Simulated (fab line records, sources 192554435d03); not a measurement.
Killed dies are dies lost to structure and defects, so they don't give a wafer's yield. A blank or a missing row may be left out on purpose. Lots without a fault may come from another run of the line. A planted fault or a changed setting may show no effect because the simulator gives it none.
fab line records | flow n5_finfet
record lots=4 wafers=12 last_day=19
route steps=1938 shown BEOL_M2@921 BEOL_M3@931 BEOL_M4@1111 PASSIVATION@1936
lots that met no fault: from a run of the same line without faults
start_h: hours from the record's first day to the start of the lot's first wafer shown | wait_h: hours since the lot's step before | " the same as in the row above | L1.1+2: a row that stands for several wafers | - no value, or no start given | * or withheld: withheld | < > ~ a bound
route shown NAME@n: a module of which the file shows steps, and the number in the route of the first | usual: mean/standard deviation of fault-free wafers | same: alike in all rows | chamber/n: place in a boat | sites: the reading at each site | _std_site: their standard deviation | _edge_site: outer sites' mean less inner sites' | radius_mm: how far each site lies from the wafer's centre | mask NAME#n: copy n | behind: the tool/chamber that last shaped the wafer | hold: why the lot was held/for how many hours/how that ended | device: the transistor (n, p or np) that didn't switch | end of line: the same wafers' tests at the end of the route | a step without rows: its recipe alone | killed: dies lost to structure and defects at the first sort, not the wafer's yield | map: a wafer's dies, x killed, . not, _ none there
set.NAME: the setting as run; set.NAME@STEP: as run at that earlier step | model.NAME: the simulator's own value behind a step, which no gauge read
lots at some steps of the route; a table a step, a row a wafer
services: from which hour (start_h, from the record's first day; less than 0 if before it) a tool's chamber was out of use, for how many hours, and why
## steps
# step N5_BEOL_M2_ECD_50
# recipe material=Cu target_thk_a=3000
# step N5_BEOL_M2_ANNEAL_51
# recipe temp_c=225 time_s=90 ambient=N2
# step N5_BEOL_M2_CMP_52
# recipe stop_on=SiOC t_overpolish_s=6.8 down_force_psi=1 platen_rpm=50 clearing_platen_down_force_psi=1.5 clearing_platen_rpm=50 post_cmp_clean=cu_alkaline target_thk_nm=40 clearing_platen_pad_velocity_m_s=0.99484 pad_velocity_m_s=0.99484
# step N5_BEOL_M2_PRE_CLEAN_60
# recipe gas=NH3/H2 time_s=15 temp_c=* rf_power_w=300
# step N5_BEOL_M2_CO_CAP_55
# recipe material=Co target_thk_a=20 temp_c=200 precursor=CCTBA/H2 pressure_torr=30 time_s=102.1
# step N5_BEOL_M2_PRE_CLEAN_56
# recipe gas=NH3 time_s=15 temp_c=withheld rf_power_w=300
# step N5_BEOL_M2_DEP_57
# recipe material=SiCN target_thk_a=80 temp_c=withheld precursor=3MS/NH3 pressure_torr=3 rf_w=202 time_s=14
# step N5_BEOL_M3_ILD_DEP_00
# recipe material=SiOC target_thk_a=790 temp_c=350 precursor=DEMS/O2 pressure_torr=5 rf_w=500 time_s=15.3
# step N5_BEOL_M3_PECVD_72
# recipe material=SiO2 target_thk_a=160 temp_c=400 precursor=TEOS/O2 pressure_torr=5.5 rf_w=450 teos_flow_sccm=53.8 gas=O2 flow_sccm=3000 time_s=18
# usual chamber_pressure_Torr=5.502/0.011 heater_power_outer_w=444/93 heater_power_w=735/120 showerhead_plenum_p_Torr=8.82/0.034 throttle_valve_pct=22.8/0.96
# columns lot.wafer tool chamber start_h wait_h chamber_pressure_Torr heater_power_outer_w heater_power_w showerhead_plenum_p_Torr since_wet_clean_h throttle_valve_pct
L704.4 pecvd-01 1 217.12 0.1 5.515 667 1056 8.78 - 24.5
L704.5 " 0 " " 5.493 418 699 8.84 - 23.9
L704.6 " 2 " " 5.504 579 933 8.78 - 21.7
L716.2 pecvd-02 2 267.17 0.0 - - - - - -
L716.4 " 0 " " - - - - - -
L716.5 " 1 " " - - - - - -
L717.1 pecvd-01 0 272.95 0.0 - - - - - -
L717.2 " 1 " " - - - - - -
L717.6 " 2 " " - - - - - -
L721.1 pecvd-02 0 294.56 0.0 5.495 518 774 8.86 817 22.6
L721.2 " 1 " " 5.508 396 633 8.83 1542 24.1
L721.4 " 2 " " 5.500 403 721 8.83 - 21.8
# step N5_BEOL_M3_HM_DEP_02
# recipe material=TiN target_thk_a=200 temp_c=25 chamber_pressure_pa=0.49996
# step N5_BEOL_M3_COAT_61
# recipe resist=SOC temp_c=250 time_s=60 spin_rpm=1500 resist_thk_nm=60
# step N5_BEOL_M3_COAT_62
# recipe resist=SiARC temp_c=220 time_s=60 spin_rpm=1500 resist_thk_nm=12
# step N5_BEOL_M3_COAT_73
# recipe resist=underlayer temp_c=205 time_s=60 spin_rpm=1500 resist_thk_nm=5
# step N5_BEOL_M3_COAT_05
# recipe resist=CAR-EUV spin_rpm=1500 resist_thk_nm=30
# step N5_BEOL_M3_EBR_07
# recipe solvent=PGMEA ebr_width_mm=1.5
# step N5_BEOL_M3_SOFTBAKE_06
# recipe temp_c=110 time_s=60 resist=CAR-EUV
# step N5_BEOL_M3_EXPOSE_08
# recipe mask_id=M3 na=0.33 source_shape=dipole sigma_inner=0.369 sigma_outer=0.767 polarization=unpolarized dose_mj=33
# step N5_BEOL_M3_PEB_09
# recipe peb_temp_c=100 peb_time_s=60 resist=CAR-EUV
# step N5_BEOL_M3_DEVELOP_10
# recipe develop_time_s=30 developer=TMAH resist=CAR-EUV rinse_liquid=surfactant_rinse dry=air_spin dev_temp_c=23
# step N5_BEOL_M3_DESCUM_16
# recipe chemistry=O2 time_s=7 source_power_w=50 bias_power_w=20 pressure_mtorr=20 rf_frequency_hz=2.712e+07 temp_c=40 resist=CAR-EUV o2_flow_sccm=225
# step N5_BEOL_M3_ETCH_74
# recipe chemistry=N2/H2 target=underlayer target_depth_a=65 mask_material=CAR-EUV time_s=5.2 ion_energy_ev=200 pressure_mtorr=30 source_w=840 bias_w=150 n2_flow_sccm=200 h2_flow_sccm=200 ends=cleared
# step N5_BEOL_M3_ETCH_63
# recipe chemistry=CF4 target=SiARC target_depth_a=156 mask_material=CAR-EUV time_s=26 ion_energy_ev=80 pressure_mtorr=40 source_w=545 bias_w=36 Ar_flow_sccm=100 cf4_flow_sccm=100 ends=cleared
# step N5_BEOL_M3_ETCH_64
# recipe chemistry=N2/H2 target=SOC target_depth_a=750 overetch_a=150 mask_material=SiARC temp_c=40 time_s=112.5 ion_energy_ev=200 pressure_mtorr=30 source_w=840 bias_w=150 n2_flow_sccm=200 h2_flow_sccm=200
# step N5_BEOL_M3_STRIP_65
# recipe chemistry=N2/H2 temp_c=40 n2_flow_sccm=200 h2_flow_sccm=200 rf_frequency_hz=6e+07
# step N5_BEOL_M3_STRIP_75
# recipe chemistry=N2/H2 temp_c=40 n2_flow_sccm=200 h2_flow_sccm=200 rf_frequency_hz=6e+07
# step N5_BEOL_M3_STRIP_66
# recipe chemistry=CF4 resist=SiARC power_w=300 bias_power_w=75 pressure_mtorr=50 cf4_flow_sccm=150 rf_frequency_hz=6e+07
# step N5_BEOL_M3_HM_OPEN_17
# recipe chemistry=Cl2/BCl3 target_depth_a=200 overetch_a=60 target=TiN mask_material=SOC ion_energy_ev=150 pressure_mtorr=10 icp_w=1000 bias_w=126 Cl2_flow_sccm=53.25 bcl3_flow_sccm=21.75 Ar_flow_sccm=25
# step N5_BEOL_M3_STRIP_19
# recipe chemistry=O2 power_w=400 temp_c=40 pressure_mtorr=30 rf_frequency_hz=6e+07 bias_power_w=0 overash_fraction=0.2 o2_flow_sccm=225
# step N5_BEOL_M3_COAT_67
# recipe resist=SOC temp_c=250 time_s=60 spin_rpm=1500 resist_thk_nm=60
# step N5_BEOL_M3_COAT_68
# recipe resist=SiARC temp_c=220 time_s=60 spin_rpm=1500 resist_thk_nm=12
# step N5_BEOL_M3_COAT_76
# recipe resist=underlayer temp_c=205 time_s=60 spin_rpm=1500 resist_thk_nm=5
# step N5_BEOL_M3_COAT_22
# recipe resist=CAR-EUV spin_rpm=1500 resist_thk_nm=30
# step N5_BEOL_M3_EBR_24
# recipe solvent=PGMEA ebr_width_mm=1.5
# step N5_BEOL_M3_SOFTBAKE_23
# recipe temp_c=110 time_s=60 resist=CAR-EUV
# step N5_BEOL_M4_RC_MEAS_101
# usual DIBL_N=36.4/2.2 DIBL_P=36.3/2.5 IOFF_N=0.17/0.052 IOFF_P=0.23/0.049 ION_N=674/17 ION_P=464/11 SS_N=71.7/0.98 SS_P=73.3/0.84 VT_N=250/4 VT_P=-249/3.8
# columns lot.wafer tool chamber start_h wait_h DIBL_N[mV/V] DIBL_P[mV/V] IOFF_N[nA/um] IOFF_P[nA/um] ION_N[uA/um] ION_P[uA/um] SS_N[mV/dec] SS_P[mV/dec] VT_N[mV] VT_P[mV]
L704.4 prober-01 0 257.26 0.5 40.3 39.7 0.26 0.33 699 481 72.8 74.5 240 -241
L704.5 " 0 " " 36.3 34.7 0.15 0.22 680 467 71.4 73.6 251 -247
L704.6 " 0 " " 33.4 32.1 0.11 0.19 649 457 71.4 72.6 256 -249
L716.2 prober-02 0 298.71 0.2 36.2 35.7 0.15 0.18 679 462 71.6 72.4 250 -252
L716.4 " 0 " " 34.4 33.7 0.11 0.16 659 450 71.2 72.5 253 -254
L716.5 " 0 " " 39.2 39.3 0.22 0.25 688 462 72.3 74.1 243 -251
L717.1 prober-02 0 323.58 0.0 36.0 35.7 0.14 0.18 660 451 71.6 73.3 252 -250
L717.2 " 0 " " 36.3 36.6 0.14 0.20 664 456 71.7 73.1 252 -254
L717.6 " 0 " " 35.0 35.0 0.13 0.18 673 460 70.7 72.7 250 -255
L721.1 prober-01 0 348.53 0.0 31.1 30.3 0.11 0.15 671 467 70.5 72.2 252 -253
L721.2 " 0 " " 36.1 35.9 0.17 0.23 684 469 71.5 73.6 250 -248
L721.4 " 0 " " 36.1 34.6 0.16 0.20 636 449 72.6 73.1 255 -251
# step N5_PASSIVATION_PROBE_49
# usual defect_limited_yield=91.2/1.4 killed_at_M0_to_M3=34/9.3 killed_at_M4_up=14/5.9 killed_at_contacts=14/5.7 killed_at_front_end=38/10 killed_at_other=4/3.2 killed_dies=104/17 killed_on_rim=14/4 killed_open=67/13 killed_short=33/6.9 sort_bin_5_function=5.2/1 sort_bin_6_memory=3.3/0.61 sort_bin_8_speed=0.3/1.8 sort_n_pass=1069/52 sort_yield_pct=91/4.4
# same gross_dies=1180 killed_at_back_side=0 sort_bin_4_leakage[%]=0
# columns lot.wafer tool chamber start_h wait_h defect_limited_yield[%] killed_at_M0_to_M3 killed_at_M4_up killed_at_contacts killed_at_front_end killed_at_other killed_dies killed_on_rim killed_open killed_short sort_bin_5_function[%] sort_bin_6_memory[%] sort_bin_8_speed[%] sort_n_pass sort_yield_pct[%]
L704.4 prober-01 - 363.36 0.2 89.5 44 16 13 45 6 124 20 83 29 5.9 3.9 0 1056 89
L704.5 prober-01 - 363.41 0.2 91.6 32 13 18 36 0 99 13 66 24 4.6 3.7 0 1081 92
L704.6 prober-01 - 363.46 0.3 88.7 33 30 21 43 6 133 19 93 32 7.0 4.1 0 1047 89
L716.2 prober-01 - 408.73 0.1 54.8 445 12 33 42 1 533 121 60 32 39.7 3.8 0.1 647 55
L716.4 prober-01 - 408.83 0.2 58.7 428 10 6 38 5 487 18 61 42 34.7 4.8 0 693 59
L716.5 prober-01 - 408.88 0.2 60.8 390 9 15 41 7 462 22 55 35 32.5 4.6 0 718 61
L717.1 prober-01 - 431.57 0.0 66.1 339 14 10 27 10 400 101 63 29 30.5 2.8 0 780 66
L717.2 prober-01 - 431.62 0.1 65.3 342 24 7 29 7 409 107 50 31 31.7 2.5 0 771 65
L717.6 prober-01 - 431.82 0.3 66.1 343 14 12 28 3 400 95 61 23 30.7 2.7 0 780 66
L721.1 prober-01 - 461.84 0.8 90.4 33 13 16 45 6 113 14 78 27 5.5 3.6 0 1067 90
L721.2 prober-01 - 461.89 0.8 92.5 41 8 10 26 4 89 14 58 29 4.5 2.7 0 1091 92
L721.4 prober-01 - 461.99 0.9 92.0 44 11 11 24 4 94 10 64 27 4.4 3.4 1.8 1065 90
# killed by level:class
L704.4 BEOL_M2:geometric_particle:open=15 BEOL_M3:geometric_particle:open=11 MOL_CONTACT_COAG:geometric_particle:open=10 FIN_SAQP:geometric_particle:open=8 BEOL_M4:geometric_particle:open=8 STI_FIN_REVEAL:geometric_particle:open=7 FIN_SAQP:geometric_particle:short=5 BEOL_M1:geometric_particle:open=5
L704.5 MOL_CONTACT_COAG:geometric_particle:open=11 BEOL_M2:geometric_particle:open=11 FIN_SAQP:geometric_particle:open=8 BEOL_M0_SAQP:geometric_particle:open=6 STI_FIN_REVEAL:geometric_particle:open=5 STARTING-WAFER:geometric_particle:open=5 FIN_SAQP:geometric_particle:short=4 GATE_CUT:geometric_particle:short=4
L704.6 MOL_CONTACT_COAG:geometric_particle:open=16 BEOL_M4:geometric_particle:open=16 FIN_SAQP:geometric_particle:open=9 STI_FIN_REVEAL:geometric_particle:open=9 BEOL_M0_SAQP:geometric_particle:open=9 BEOL_M2:geometric_particle:open=6 BEOL_M3:geometric_particle:short=6 GATE_CUT:geometric_particle:short=4
L716.2 BEOL_M3:area_pecvd=306 BEOL_M0:unspecified=106 MOL_CONTACT_COAG:area_etch=24 BEOL_M3:geometric_particle:open=14 FIN_SAQP:geometric_particle:open=8 GATE_CUT:geometric_particle:short=7 GATE_CUT:geometric_particle:open=6 MOL_CONTACT_COAG:geometric_particle:open=5
L716.4 BEOL_M3:area_pecvd=283 BEOL_M0:unspecified=97 BEOL_M0_SAQP:geometric_particle:short=20 BEOL_M0_SAQP:geometric_particle:open=11 DUMMY_GATE:geometric_particle:open=9 BEOL_M3:geometric_particle:open=9 FIN_SAQP:geometric_particle:open=4 STI_FIN_REVEAL:geometric_particle:open=4
L716.5 BEOL_M3:area_pecvd=266 BEOL_M0:unspecified=100 MOL_CONTACT_COAG:geometric_particle:open=14 BEOL_M0_SAQP:geometric_particle:short=10 STI_FIN_REVEAL:geometric_particle:open=7 BEOL_M0_SAQP:geometric_particle:open=5 GATE_CUT:geometric_particle:short=4 BEOL_M5:geometric_particle:open=4
L717.1 BEOL_M3:area_pecvd=303 BEOL_M3:geometric_particle:open=11 BEOL_M2:geometric_particle:open=10 MOL_CONTACT_COAG:geometric_particle:open=8 BEOL_M4:geometric_particle:open=6 GATE_CUT:geometric_particle:short=5 BEOL_M1:geometric_particle:open=5 FIN_SAQP:geometric_particle:short=4
L717.2 BEOL_M3:area_pecvd=316 MOL_CONTACT_COAG:geometric_particle:open=7 STI_FIN_REVEAL:geometric_particle:open=6 BEOL_M0_SAQP:geometric_particle:short=6 BEOL_M3:geometric_particle:open=6 BEOL_M4:geometric_particle:open=6 PASSIVATION:area_etch=6 FIN_SAQP:geometric_particle:short=5
L717.6 BEOL_M3:area_pecvd=308 BEOL_M3:geometric_particle:open=13 MOL_CONTACT_COAG:geometric_particle:open=8 BEOL_M4:geometric_particle:open=7 BEOL_M0_SAQP:geometric_particle:short=5 BEOL_M1:geometric_particle:open=5 BEOL_M3:geometric_particle:short=4 STARTING-WAFER:geometric_particle:short=4
L721.1 FIN_SAQP:geometric_particle:open=17 BEOL_M2:geometric_particle:open=12 MOL_CONTACT_COAG:geometric_particle:open=12 DUMMY_GATE:geometric_particle:open=7 STI_FIN_REVEAL:geometric_particle:open=5 BEOL_M0_SAQP:geometric_particle:short=5 BEOL_M0_SAQP:geometric_particle:open=5 PASSIVATION:area_etch=5
L721.2 FIN_SAQP:geometric_particle:open=10 MOL_CONTACT_COAG:geometric_particle:open=10 BEOL_M2:geometric_particle:open=10 BEOL_M0_SAQP:geometric_particle:short=8 BEOL_M0_SAQP:geometric_particle:open=6 BEOL_M1:geometric_particle:open=6 FIN_SAQP:geometric_particle:short=3 GATE_CUT:geometric_particle:open=3
L721.4 BEOL_M0_SAQP:geometric_particle:open=14 BEOL_M2:geometric_particle:open=11 BEOL_M0_SAQP:geometric_particle:short=9 MOL_CONTACT_COAG:geometric_particle:open=8 BEOL_M4:geometric_particle:open=8 FIN_SAQP:geometric_particle:open=6 STARTING-WAFER:geometric_particle:short=5 FIN_SAQP:geometric_particle:short=3
# map L716.2 (x killed, . not)
_________________xxxxxx.xx.xx________________
______________xxxx.x.x.xxx...xx._____________
___________xxxx.x..xx.x.xxxxxxx.xxx__________
__________xxx.xxx..x...x.x..xx.xx..x_________
________xx.xx.x.x..x.x......xx.x.x.xxx_______
_______.......x...x.......xxx...x.xxxxx______
______xxxxx...x....x.......x.....x..x.xx_____
_____xxxxxx..x..xx.x............xx..x.x.x____
____x.x.....x........xx.........xx....x.xx___
___xxx.x...x........x.........x..xxx....xxx__
___xx.x......xx............x.......x.x.xxxx__
__.xx.xx.............x.x...xx....x.x.....xxx_
__..x.x.x..........x.xx.........x.....xx.xxx_
_.....x..x.........................x..xx..xxx
_x.xx...x.x.x....x.......x........x.....xx..x
_.x.x...x..x..x...........x.......x..x.xxxxxx
_xx.xxx......................x.xx.x...x.x.xx.
_.xxxxx........x..xx..x...............xx.x.xx
_x...xx..xx......x.xx...x........x.x...x..xxx
_xxxx.x..xx........xxxxx.x.........xx..xx.xxx
_xx.x..x....xx..xxxxxxxxxxxx.....x...x..xxx.x
__..x......xx.xx.xxxxxxxxx..x..........xxxxx_
__xxx..x........xxxxxxxxxx.x...x...xxxxxx.xx_
___xxx.xxx..x..xxxxxxxxxxxxx..x.xxxx..x..x.__
___xxx..x..x.xxxxxxxxxxxxxx..x...xxx.xxxxx.__
____xx..xx.xxx.x.xxxxxxxxxx...........x.xx___
_____.xxxxx....x.xxxxxxxxx......x...xxxx.____
______x.x....xxxx..xxxx.x...xx.....x.xxx_____
_______xxxxx...x.xx.x.xxxx..x..xx.xxxxx______
________xx.xx.....x....xxxx....x...xxx_______
__________xx...xx....xxx.x..xxxx.x.x_________
___________xxxx.xxxxx...x..x.xxxxxx__________
______________xxxxxxxxxxxxx.xx.x_____________
_________________xxx..x.xxxxx________________
# map L717.2 (x killed, . not)
_________________.xxx..xxx..x________________
______________x..x.x..xx.xxxxx.x_____________
___________x...x.xxxx.xxxx....xx.xx__________
__________..x.xxxxxx.xx..xx.x..x.x.._________
________x.xx.x.x...x.x.x..x...xx..xxxx_______
_______xx...xx..x..x.x.x........x...x..______
______xx.x.x.....xx.........xx.....x.xx._____
_____xxxxx......x.x............xxx..x..xx____
____.xx..x.......x....x.........xxx..x.x..___
___xxxxx.x......x.......x...........x..xx..__
___xxx.xx..x.....x.................x..x....__
__xxx.......x............x.....x......x...xx_
__.xxx....x..........x....x.........xx....xx_
_.xx.......x.....x.....................xx.x..
_xx.x..xxx..........x....................xxxx
_x..xx.x................................xxxxx
_x.xxxx..........x...x..x.x.x............xx.x
_xx.x......xx.x..........x...........xx..xx.x
_xx.x.x...........................x..x..xxxxx
_x.x.xx.x.xx......x..................x..xx.xx
_.xx....xx........x.....x.....x.x.....x.x..xx
__xx..x.x.xx........x..................x.x.x_
__xx..x.x..............x......x..x..xxx.xxxx_
___xxxxxx..x....x....x............x.xxx..xx__
___xx.xx.xxx.x.x.....x............x...xx.xx__
____xxxx.xxxx.....x..........xx.....xx.x.x___
_____x..xx....x......x.......x..xx.x.x.xx____
______xx.xx.x.x......x........x...x.xxx._____
_______x.xxx.x.xxx..x......x..x.xxxx.xx______
________x.xxx.x...x.xx..x....xxxxxx..x_______
__________xxxxx.xx......x.xx..xxx.xx_________
___________xx..x...xxx.x.xx.xxx.xxx__________
______________xxxxx.x....xxx.xxx_____________
_________________xx.xxx.x.xxx________________
## services
# columns tool chamber start_h hours kind
pecvd-02 2 196.28 4.4 repair
pecvd-02 2 202.38 - clean
pecvd-02 2 202.38 - consumable_replace:showerhead
pecvd-02 2 202.38 29.0 scheduled_down
pecvd-02 2 202.38 29.0 vent_cycle
pecvd-02 - 243.26 0.3 repair
pecvd-01 2 284.92 5.5 scheduled_down
## key
first_sign step=N5_BEOL_M3_PECVD_72 reading=tool_record direction=missing
effect step=N5_PASSIVATION_PROBE_49 reading=killed_at_M0_to_M3 direction=up sigmas=37 usual=34 struck=381
more_kills_born_at N5_BEOL_M3_PECVD_72@pecvd-01=927 N5_BEOL_M3_PECVD_72@pecvd-02=855
met_at N5_BEOL_M3_PECVD_72
struck_wafers L716.2,L716.4,L716.5,L717.1,L717.2,L717.6
baseline_loss step=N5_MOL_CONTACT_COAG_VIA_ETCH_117 wafers=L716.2
onset_between 217.12 267.17
earlier_fault kind=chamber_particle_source tool=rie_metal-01 chamber=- onset_h=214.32 steps=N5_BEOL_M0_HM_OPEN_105 rate_per_visit_cm2=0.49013
earlier_fault kind=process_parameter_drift tool=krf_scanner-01 chamber=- onset_h=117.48 steps=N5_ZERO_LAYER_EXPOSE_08 channel=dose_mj offset=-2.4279 shape=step acts_in=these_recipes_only stated=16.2
fault kind=skipped_step_whole tool=pecvd-01,pecvd-02 chamber=- onset_h=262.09 steps=N5_BEOL_M3_PECVD_72 scope=struck_lots_only
# baseline_loss: these wafers lose ten dies or more at that step, a loss of the line's own and not of a fault; the sort's usual values leave them out
